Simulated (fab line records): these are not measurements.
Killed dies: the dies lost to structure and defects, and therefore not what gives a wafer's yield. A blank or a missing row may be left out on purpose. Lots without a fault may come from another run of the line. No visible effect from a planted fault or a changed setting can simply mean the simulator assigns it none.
Which of the tools did it? + flow nand harc + 66 wafers from 22 lots sampled at 6 of the route's 1302 steps

## WHAT THE GAUGES SHOWED, per wafer
No reading from a measuring or inspecting step in the record can be judged against a usual standard deviation.

## WHAT TOOL EACH LOT RAN ON (gives the tool, then ch and the chambers of the sampled wafers, and finally the start)
| lot  | NHARC_A_STAIRCASE_TRIM_26                     | NHARC_A_STAIRCASE_ETCH_188                    | NHARC_A_STAIRCASE_TRIM_189                    | NHARC_A_STAIRCASE_TRIM_198                    | NHARC_A_STAIRCASE_TRIM_220         | NHARC_A_STAIRCASE_TRIM_231     |
|------|-----------------------------------------------|-----------------------------------------------|-----------------------------------------------|-----------------------------------------------|------------------------------------|--------------------------------|
| L075 | rie diel-12 ch 1,2, day 16 03:40 or earlier   | rie diel-03 ch 1,2,3, day 16 03:40 or earlier | rie diel-03 ch 0,1,3, day 16 03:40 or earlier | rie diel-03 ch 1,2, day 16 03:40 or earlier   | rie diel-05 ch 0,1,2, day 16 03:40 | rie diel-12 ch 1,2,3, no start |
| L074 | rie diel-05 ch 0,1,2, day 16 03:45 or earlier | rie diel-05 ch 0,1,3, day 16 03:45 or earlier | rie diel-05 ch 1,2, day 16 03:45 or earlier   | rie diel-03 ch 0,1,2, day 16 03:45 or earlier | rie diel-12 ch 1,2, day 16 03:45   | rie diel-03 ch 0,2,3, no start |
| L076 | rie diel-05 ch 2,3, day 17 02:35 or earlier   | rie diel-05 ch 0,1, day 17 02:35 or earlier   | rie diel-05 ch 1,2,3, day 17 02:35 or earlier | rie diel-03 ch 0,1, day 17 02:35 or earlier   | rie diel-05 ch 0,1,2, day 17 02:35 | rie diel-05 ch 0,3, no start   |
| L077 | rie diel-12 ch 1,3, day 17 10:52 or earlier   | rie diel-05 ch 0,1,3, day 17 10:52 or earlier | rie diel-05 ch 1,3, day 17 10:52 or earlier   | rie diel-03 ch 2,3, day 17 10:52 or earlier   | rie diel-03 ch 0,1,3, day 17 10:52 | rie diel-05 ch 0,2, no start   |
| L078 | rie diel-05 ch 1,2, day 17 20:19 or earlier   | rie diel-05 ch 0,1, day 17 20:19 or earlier   | rie diel-05 ch 0,2, day 17 20:19 or earlier   | rie diel-05 ch 0,1,2, day 17 20:19 or earlier | rie diel-12 ch 0,1,2, day 17 20:19 | rie diel-12 ch 0,1,2, no start |
| L079 | rie diel-12 ch 1,2,3, day 18 10:23 or earlier | rie diel-12 ch 0,1,2, day 18 10:23 or earlier | rie diel-12 ch 0,2,3, day 18 10:23 or earlier | rie diel-03 ch 0,1,2, day 18 10:23 or earlier | rie diel-05 ch 0,2, day 18 10:23   | rie diel-12 ch 0,2,3, no start |
| L081 | rie diel-12 ch 0,3, day 18 12:56 or earlier   | rie diel-03 ch 0,2, day 18 12:56 or earlier   | rie diel-03 ch 1,2, day 18 12:56 or earlier   | rie diel-03 ch 1,2, day 18 12:56 or earlier   | rie diel-03 ch 1,2,3, day 18 12:56 | rie diel-12 ch 0,1, no start   |
| L080 | rie diel-03 ch 0,1,2, day 18 15:24 or earlier | rie diel-12 ch 0,1, day 18 15:24 or earlier   | rie diel-12 ch 0,2,3, day 18 15:24 or earlier | rie diel-12 ch 0,2,3, day 18 15:24 or earlier | rie diel-12 ch 2,3, day 18 15:24   | rie diel-12 ch 0,1,3, no start |
| L082 | rie diel-12 ch 0,1,3, day 19 09:01 or earlier | rie diel-03 ch 0,1,2, day 19 09:01 or earlier | rie diel-03 ch 1,2,3, day 19 09:01 or earlier | rie diel-12 ch 1,2, day 19 09:01 or earlier   | rie diel-05 ch 1,2,3, day 19 09:01 | rie diel-12 ch 0,2, no start   |
| L085 | rie diel-05 ch 0,1, day 20 12:43 or earlier   | rie diel-12 ch 1,2,3, day 20 12:43 or earlier | rie diel-12 ch 1,2, day 20 12:43 or earlier   | rie diel-12 ch 0,1,3, day 20 12:43 or earlier | rie diel-05 ch 0,1,3, day 20 12:43 | rie diel-05 ch 0,3, no start   |
| L084 | rie diel-12 ch 0,1,3, day 20 13:31 or earlier | rie diel-12 ch 0,1,3, day 20 13:31 or earlier | rie diel-12 ch 0,3, day 20 13:31 or earlier   | rie diel-05 ch 1,3, day 20 13:31 or earlier   | rie diel-05 ch 0,1,3, day 20 13:31 | rie diel-03 ch 0,1,2, no start |
| L086 | rie diel-03 ch 0,1,2, day 20 19:25 or earlier | rie diel-12 ch 0,2,3, day 20 19:25 or earlier | rie diel-12 ch 0,1,3, day 20 19:25 or earlier | rie diel-03 ch 1,2,3, day 20 19:25 or earlier | rie diel-05 ch 0,1,3, day 20 19:25 | rie diel-03 ch 0,1,3, no start |
| L088 | rie diel-12 ch 2,3, day 22 04:53 or earlier   | rie diel-12 ch 0,1,2, day 22 04:53 or earlier | rie diel-12 ch 0,1,2, day 22 04:53 or earlier | rie diel-12 ch 0,1, day 22 04:53 or earlier   | rie diel-03 ch 2,3, day 22 04:53   | rie diel-03 ch 0,3, no start   |
| L087 | rie diel-12 ch 1,3, day 22 05:45 or earlier   | rie diel-05 ch 0,2,3, day 22 05:45 or earlier | rie diel-05 ch 0,2,3, day 22 05:45 or earlier | rie diel-05 ch 0,1,3, day 22 05:45 or earlier | rie diel-05 ch 2,3, day 22 05:45   | rie diel-12 ch 1,2, no start   |
| L090 | rie diel-12 ch 0,1,2, day 22 15:23 or earlier | rie diel-12 ch 0,1,2, day 22 15:23 or earlier | rie diel-12 ch 0,1, day 22 15:23 or earlier   | rie diel-05 ch 1,2,3, day 22 15:23 or earlier | rie diel-12 ch 0,2, day 22 15:23   | rie diel-03 ch 2,3, no start   |
| L091 | rie diel-05 ch 0,3, day 23 03:38 or earlier   | rie diel-05 ch 1,2,3, day 23 03:38 or earlier | rie diel-05 ch 0,2, day 23 03:38 or earlier   | rie diel-03 ch 0,2, day 23 03:38 or earlier   | rie diel-12 ch 1,3, day 23 03:38   | rie diel-05 ch 0,1, no start   |
| L092 | rie diel-03 ch 1,2, day 24 01:35 or earlier   | rie diel-05 ch 1,3, day 24 01:35 or earlier   | rie diel-05 ch 2,3, day 24 01:35 or earlier   | rie diel-03 ch 2,3, day 24 01:35 or earlier   | rie diel-03 ch 1,2, day 24 01:35   | rie diel-12 ch 0,3, no start   |
| L093 | rie diel-12 ch 1,2,3, day 24 02:07 or earlier | rie diel-12 ch 0,2,3, day 24 02:07 or earlier | rie diel-12 ch 0,1,3, day 24 02:07 or earlier | rie diel-12 ch 0,1,2, day 24 02:07 or earlier | rie diel-05 ch 1,2, day 24 02:07   | rie diel-03 ch 1,2,3, no start |
| L094 | rie diel-05 ch 2,3, day 24 21:27 or earlier   | rie diel-12 ch 1,3, day 24 21:27 or earlier   | rie diel-12 ch 0,1,3, day 24 21:27 or earlier | rie diel-03 ch 1,2,3, day 24 21:27 or earlier | rie diel-05 ch 2,3, day 24 21:27   | rie diel-03 ch 0,1,3, no start |
| L095 | rie diel-12 ch 0,1,3, day 24 22:45 or earlier | rie diel-12 ch 0,1,3, day 24 22:45 or earlier | rie diel-12 ch 0,1,3, day 24 22:45 or earlier | rie diel-05 ch 0,1,3, day 24 22:45 or earlier | rie diel-05 ch 0,1,3, day 24 22:45 | rie diel-05 ch 0,1,3, no start |
| L097 | rie diel-05 ch 0,1,2, day 25 15:20 or earlier | rie diel-12 ch 0,1,2, day 25 15:20 or earlier | rie diel-12 ch 0,1,2, day 25 15:20 or earlier | rie diel-03 ch 0,1,3, day 25 15:20 or earlier | rie diel-12 ch 0,1,2, day 25 15:20 | rie diel-03 ch 0,1,2, no start |
| L096 | rie diel-03 ch 1,2,3, day 25 16:20 or earlier | rie diel-12 ch 0,3, day 25 16:20 or earlier   | rie diel-12 ch 0,1, day 25 16:20 or earlier   | rie diel-12 ch 2,3, day 25 16:20 or earlier   | rie diel-12 ch 1,2, day 25 16:20   | rie diel-12 ch 0,1, no start   |
- NHARC_A_STAIRCASE_TRIM_26: chemistry O2, time 211.2 s.
- NHARC_A_STAIRCASE_ETCH_188: etches the open film in C4F8/O2, target depth 100 nm, time 40.5 s.
- NHARC_A_STAIRCASE_TRIM_189: chemistry O2, time 211.2 s.
- NHARC_A_STAIRCASE_TRIM_198: chemistry O2, time 211.2 s.
- NHARC_A_STAIRCASE_TRIM_220: chemistry O2, time 211.2 s.
- NHARC_A_STAIRCASE_TRIM_231: chemistry O2, time 211.2 s.

## WHAT THE TOOLS THEMSELVES READ (means of the sampled wafers that have a number; where no wafer has one, the mark that the record gives instead)
NHARC_A_STAIRCASE_TRIM_26.
| lot  | tool        | drypump motor current A (A) | oes product au (a.u.) | rf vpp V (V) | showerhead plenum p Torr (Torr) | throttle valve pct (%) |
|------|-------------|-----------------------------|-----------------------|--------------|---------------------------------|------------------------|
| L075 | rie diel-12 | 5.8                         | 1.000                 | 58.5         | 3.57                            | 17.043                 |
| L074 | rie diel-05 | 5.7                         | 0.989                 | 57.8         | 3.45                            | 17.042                 |
| L076 | rie diel-05 | 5.5                         | 0.986                 | 57.8         | 3.56                            | 17.033                 |
| L077 | rie diel-12 | 6.1                         | 0.990                 | 56.7         | 3.41                            | 17.035                 |
| L078 | rie diel-05 | 5.9                         | 0.995                 | 57.4         | 3.39                            | 17.033                 |
| L079 | rie diel-12 | 6.0                         | 0.997                 | 57.2         | 3.48                            | 17.030                 |
| L081 | rie diel-12 | 6.2                         | 1.010                 | 57.4         | 3.38                            | 17.031                 |
| L080 | rie diel-03 | 5.8                         | 1.007                 | 58.1         | 3.59                            | 17.035                 |
| L082 | rie diel-12 | 6.2                         | 1.003                 | 57.7         | 3.42                            | 17.043                 |
| L085 | rie diel-05 | 5.8                         | 0.998                 | 57.4         | 3.43                            | 17.040                 |
| L084 | rie diel-12 | 6.2                         | 1.006                 | 57.1         | 3.42                            | 17.041                 |
| L086 | rie diel-03 | 5.7                         | 1.007                 | 58.3         | 3.58                            | 17.031                 |
| L088 | rie diel-12 | 5.9                         | 0.996                 | 57.4         | 3.39                            | 17.037                 |
| L087 | rie diel-12 | 6.1                         | 0.997                 | 57.9         | 3.39                            | 17.033                 |
| L090 | rie diel-12 | 6.0                         | 0.999                 | 56.5         | 3.49                            | 17.041                 |
| L091 | rie diel-05 | 5.7                         | 1.000                 | 57.6         | 3.57                            | 17.030                 |
| L092 | rie diel-03 | 5.5                         | 1.001                 | 57.9         | 3.54                            | 17.033                 |
| L093 | rie diel-12 | 6.0                         | 0.998                 | 57.8         | 3.46                            | 17.024                 |
| L094 | rie diel-05 | 5.5                         | 0.999                 | 57.8         | 3.53                            | 17.025                 |
| L095 | rie diel-12 | 6.2                         | 0.996                 | 58.0         | 3.40                            | 17.036                 |
| L097 | rie diel-05 | 5.7                         | 1.000                 | 57.2         | 3.42                            | 17.036                 |
| L096 | rie diel-03 | 5.5                         | 1.002                 | 59.0         | 3.61                            | 17.031                 |

NHARC_A_STAIRCASE_ETCH_188.
| lot  | tool        | oes product au (a.u.) | rf vpp V (V) |
|------|-------------|-----------------------|--------------|
| L075 | rie diel-03 | 0.948                 | 894          |
| L074 | rie diel-05 | 0.934                 | 894          |
| L076 | rie diel-05 | 0.950                 | 890          |
| L077 | rie diel-05 | 0.952                 | 894          |
| L078 | rie diel-05 | 0.935                 | 893          |
| L079 | rie diel-12 | 0.943                 | 895          |
| L081 | rie diel-03 | 0.939                 | 897          |
| L080 | rie diel-12 | 0.927                 | 895          |
| L082 | rie diel-03 | 0.965                 | 897          |
| L085 | rie diel-12 | 0.951                 | 894          |
| L084 | rie diel-12 | 0.933                 | 892          |
| L086 | rie diel-12 | 0.951                 | 892          |
| L088 | rie diel-12 | 0.949                 | 894          |
| L087 | rie diel-05 | 0.952                 | 896          |
| L090 | rie diel-12 | 0.954                 | 894          |
| L091 | rie diel-05 | 0.936                 | 894          |
| L092 | rie diel-05 | 0.933                 | 891          |
| L093 | rie diel-12 | 0.938                 | 891          |
| L094 | rie diel-12 | 0.949                 | 891          |
| L095 | rie diel-12 | 0.946                 | 892          |
| L097 | rie diel-12 | 0.942                 | 893          |
| L096 | rie diel-12 | 0.933                 | 889          |

NHARC_A_STAIRCASE_TRIM_189.
| lot  | tool        | drypump motor current A (A) | oes product au (a.u.) | rf vpp V (V) | showerhead plenum p Torr (Torr) | throttle valve pct (%) |
|------|-------------|-----------------------------|-----------------------|--------------|---------------------------------|------------------------|
| L075 | rie diel-03 | 6.1                         | 1.004                 | 57.6         | 3.51                            | 17.046                 |
| L074 | rie diel-05 | 5.9                         | 0.996                 | 57.2         | 3.39                            | 17.043                 |
| L076 | rie diel-05 | 5.7                         | 0.995                 | 57.9         | 3.49                            | 17.037                 |
| L077 | rie diel-05 | 6.1                         | 0.980                 | 58.1         | 3.42                            | 17.041                 |
| L078 | rie diel-05 | 5.6                         | 0.994                 | 58.3         | 3.51                            | 17.043                 |
| L079 | rie diel-12 | 6.0                         | 1.003                 | 57.5         | 3.43                            | 17.035                 |
| L081 | rie diel-03 | 5.5                         | 0.998                 | 57.0         | 3.56                            | 17.033                 |
| L080 | rie diel-12 | 6.0                         | 1.003                 | 58.4         | 3.43                            | 17.032                 |
| L082 | rie diel-03 | 5.5                         | 0.993                 | 57.5         | 3.46                            | 17.035                 |
| L085 | rie diel-12 | 6.0                         | 1.006                 | 57.9         | 3.55                            | 17.037                 |
| L084 | rie diel-12 | 6.1                         | 1.007                 | 56.9         | 3.35                            | 17.039                 |
| L086 | rie diel-12 | 6.2                         | 1.003                 | 57.9         | 3.42                            | 17.044                 |
| L088 | rie diel-12 | 6.0                         | 1.008                 | 56.5         | 3.49                            | 17.029                 |
| L087 | rie diel-05 | 5.6                         | 1.000                 | 58.3         | 3.53                            | 17.035                 |
| L090 | rie diel-12 | 6.2                         | 1.003                 | 57.6         | 3.44                            | 17.041                 |
| L091 | rie diel-05 | 5.6                         | 1.014                 | 57.5         | 3.49                            | 17.035                 |
| L092 | rie diel-05 | 5.5                         | 0.996                 | 57.8         | 3.53                            | 17.044                 |
| L093 | rie diel-12 | 6.2                         | 1.004                 | 57.0         | 3.41                            | 17.037                 |
| L094 | rie diel-12 | 6.2                         | 1.000                 | 57.3         | 3.40                            | 17.043                 |
| L095 | rie diel-12 | 6.2                         | 1.003                 | 57.5         | 3.40                            | 17.044                 |
| L097 | rie diel-12 | 6.0                         | 1.003                 | 58.2         | 3.48                            | 17.040                 |
| L096 | rie diel-12 | 6.2                         | 0.992                 | 56.6         | 3.42                            | 17.039                 |

NHARC_A_STAIRCASE_TRIM_198.
| lot  | tool        | drypump motor current A (A) | oes product au (a.u.) | rf vpp V (V) | showerhead plenum p Torr (Torr) | throttle valve pct (%) |
|------|-------------|-----------------------------|-----------------------|--------------|---------------------------------|------------------------|
| L075 | rie diel-03 | 5.5                         | 1.009                 | 57.7         | 3.57                            | 17.044                 |
| L074 | rie diel-03 | 5.7                         | 1.009                 | 58.3         | 3.59                            | 17.031                 |
| L076 | rie diel-03 | 6.3                         | 1.001                 | 58.9         | 3.63                            | 17.036                 |
| L077 | rie diel-03 | 5.2                         | 1.006                 | 57.6         | 3.45                            | 17.035                 |
| L078 | rie diel-05 | 5.8                         | 0.986                 | 57.0         | 3.45                            | 17.038                 |
| L079 | rie diel-03 | 5.7                         | 1.010                 | 57.3         | 3.59                            | 17.040                 |
| L081 | rie diel-03 | 5.5                         | 1.002                 | 57.6         | 3.56                            | 17.028                 |
| L080 | rie diel-12 | 6.0                         | 1.002                 | 56.4         | 3.43                            | 17.043                 |
| L082 | rie diel-12 | 5.8                         | 1.001                 | 58.8         | 3.55                            | 17.045                 |
| L085 | rie diel-12 | 6.2                         | 1.001                 | 56.3         | 3.42                            | 17.039                 |
| L084 | rie diel-05 | 6.0                         | 0.987                 | 57.4         | 3.41                            | 17.038                 |
| L086 | rie diel-03 | 5.5                         | 1.003                 | 58.8         | 3.64                            | 17.036                 |
| L088 | rie diel-12 | 6.2                         | 1.002                 | 56.5         | 3.44                            | 17.034                 |
| L087 | rie diel-05 | 5.8                         | 1.000                 | 57.6         | 3.47                            | 17.036                 |
| L090 | rie diel-05 | 5.8                         | 1.000                 | 58.2         | 3.47                            | 17.040                 |
| L091 | rie diel-03 | 6.0                         | 1.010                 | 57.3         | 3.59                            | 17.037                 |
| L092 | rie diel-03 | 5.6                         | 1.015                 | 58.0         | 3.70                            | 17.036                 |
| L093 | rie diel-12 | 6.0                         | 0.999                 | 58.3         | 3.48                            | 17.041                 |
| L094 | rie diel-03 | 5.5                         | 0.999                 | 58.6         | 3.62                            | 17.030                 |
| L095 | rie diel-05 | 5.9                         | 1.001                 | 57.8         | 3.45                            | 17.036                 |
| L097 | rie diel-03 | 6.1                         | 0.999                 | 58.5         | 3.65                            | 17.037                 |
| L096 | rie diel-12 | 5.8                         | 0.992                 | 58.1         | 3.45                            | 17.041                 |

NHARC_A_STAIRCASE_TRIM_220.
| lot  | tool        | drypump motor current A (A) | oes product au (a.u.) | rf vpp V (V) | showerhead plenum p Torr (Torr) | throttle valve pct (%) |
|------|-------------|-----------------------------|-----------------------|--------------|---------------------------------|------------------------|
| L075 | rie diel-05 | 5.7                         | 0.997                 | 58.0         | 3.45                            | 17.035                 |
| L074 | rie diel-12 | 5.8                         | 1.000                 | 57.9         | 3.56                            | 17.028                 |
| L076 | rie diel-05 | 5.7                         | 0.982                 | 57.8         | 3.45                            | 17.037                 |
| L077 | rie diel-03 | 6.0                         | 1.002                 | 57.7         | 3.50                            | 17.039                 |
| L078 | rie diel-12 | 6.0                         | 0.997                 | 58.3         | 3.51                            | 17.048                 |
| L079 | rie diel-05 | 5.5                         | 1.003                 | 57.5         | 3.51                            | 17.030                 |
| L081 | rie diel-03 | 5.5                         | 1.015                 | 58.7         | 3.46                            | 17.040                 |
| L080 | rie diel-12 | 5.8                         | 0.998                 | 57.5         | 3.48                            | 17.036                 |
| L082 | rie diel-05 | 5.7                         | 1.000                 | 58.4         | 3.48                            | 17.039                 |
| L085 | rie diel-05 | 5.9                         | 0.997                 | 57.1         | 3.47                            | 17.034                 |
| L084 | rie diel-05 | 5.8                         | 0.996                 | 56.6         | 3.47                            | 17.041                 |
| L086 | rie diel-05 | 5.8                         | 0.998                 | 57.5         | 3.47                            | 17.035                 |
| L088 | rie diel-03 | 5.6                         | 1.015                 | 57.5         | 3.71                            | 17.031                 |
| L087 | rie diel-05 | 5.6                         | 1.000                 | 57.8         | 3.58                            | 17.032                 |
| L090 | rie diel-12 | 6.0                         | 1.007                 | 57.5         | 3.44                            | 17.039                 |
| L091 | rie diel-12 | 6.1                         | 1.000                 | 57.8         | 3.38                            | 17.042                 |
| L092 | rie diel-03 | 5.5                         | 0.997                 | 58.1         | 3.54                            | 17.036                 |
| L093 | rie diel-05 | 5.7                         | 0.992                 | 57.6         | 3.42                            | 17.041                 |
| L094 | rie diel-05 | 5.7                         | 1.003                 | 58.2         | 3.56                            | 17.037                 |
| L095 | rie diel-05 | 5.9                         | 1.005                 | 57.3         | 3.45                            | 17.028                 |
| L097 | rie diel-12 | 6.0                         | 0.999                 | 57.5         | 3.47                            | 17.039                 |
| L096 | rie diel-12 | 5.8                         | 1.001                 | 57.8         | 3.52                            | 17.031                 |

NHARC_A_STAIRCASE_TRIM_231.
| lot  | tool        | drypump motor current A (A) | oes product au (a.u.) | rf vpp V (V) | showerhead plenum p Torr (Torr) | throttle valve pct (%) |
|------|-------------|-----------------------------|-----------------------|--------------|---------------------------------|------------------------|
| L075 | rie diel-12 | 6.0                         | 0.985                 | 58.3         | 3.49                            | 17.038                 |
| L074 | rie diel-03 | 5.8                         | 0.998                 | 57.9         | 3.49                            | 17.031                 |
| L076 | rie diel-05 | 5.7                         | 1.004                 | 58.3         | 3.54                            | 17.038                 |
| L077 | rie diel-05 | 5.6                         | 0.994                 | 57.8         | 3.51                            | 17.045                 |
| L078 | rie diel-12 | 6.0                         | 0.997                 | 58.0         | 3.51                            | 17.042                 |
| L079 | rie diel-12 | 6.0                         | 0.998                 | 57.7         | 3.43                            | 17.039                 |
| L081 | rie diel-12 | 6.2                         | 0.996                 | 57.7         | 3.50                            | 17.036                 |
| L080 | rie diel-12 | 6.2                         | 0.998                 | 58.2         | 3.43                            | 17.035                 |
| L082 | rie diel-12 | 6.0                         | 1.010                 | 57.6         | 3.45                            | 17.025                 |
| L085 | rie diel-05 | 5.7                         | 0.998                 | 57.8         | 3.53                            | 17.029                 |
| L084 | rie diel-03 | 5.7                         | 1.019                 | 58.1         | 3.58                            | 17.032                 |
| L086 | rie diel-03 | 6.0                         | 1.009                 | 58.1         | 3.67                            | 17.028                 |
| L088 | rie diel-03 | 6.1                         | 1.011                 | 59.7         | 3.74                            | 17.048                 |
| L087 | rie diel-12 | 5.8                         | 1.002                 | 57.1         | 3.54                            | 17.036                 |
| L090 | rie diel-03 | 5.2                         | 1.010                 | 58.5         | 3.61                            | 17.045                 |
| L091 | rie diel-05 | 5.9                         | 1.010                 | 57.1         | 3.41                            | 17.037                 |
| L092 | rie diel-12 | 6.2                         | 1.005                 | 57.8         | 3.35                            | 17.032                 |
| L093 | rie diel-03 | 5.5                         | 1.009                 | 58.0         | 3.62                            | 17.037                 |
| L094 | rie diel-03 | 6.0                         | 0.996                 | 57.4         | 3.65                            | 17.037                 |
| L095 | rie diel-05 | 5.8                         | 1.001                 | 56.9         | 3.45                            | 17.041                 |
| L097 | rie diel-03 | 5.7                         | 1.004                 | 58.4         | 3.55                            | 17.036                 |
| L096 | rie diel-12 | 6.2                         | 1.005                 | 57.6         | 3.47                            | 17.045                 |

## THE ANSWER, worked out from the rows above alone
Rule: what is usual is taken from the lots themselves. Put in order of their means at a reading, lots are off if they are a third of the lots or fewer, leave a main group of 4 or more, and stand apart from it by a gap of 3 or more times the standard deviation of the main group's means; of several such gaps the widest counts. A main group whose means are all the same, to the digits that the tables above print for the reading, isn't used. Also off: a lot with no number at a reading for which 4 or more lots have one. Any other lot the step has rows for is counted as sound. Order of review: gauges by route order, followed by the tools' own readings, for which a lot's mean as printed above is used. The first step at which some lot is off is used, and at that step the reading that is off furthest; a lot without a number counts as furthest.
Nothing can be told from this: no lot is off at any reading shown.

## WHAT WAS PUT IN BY THE SIMULATOR
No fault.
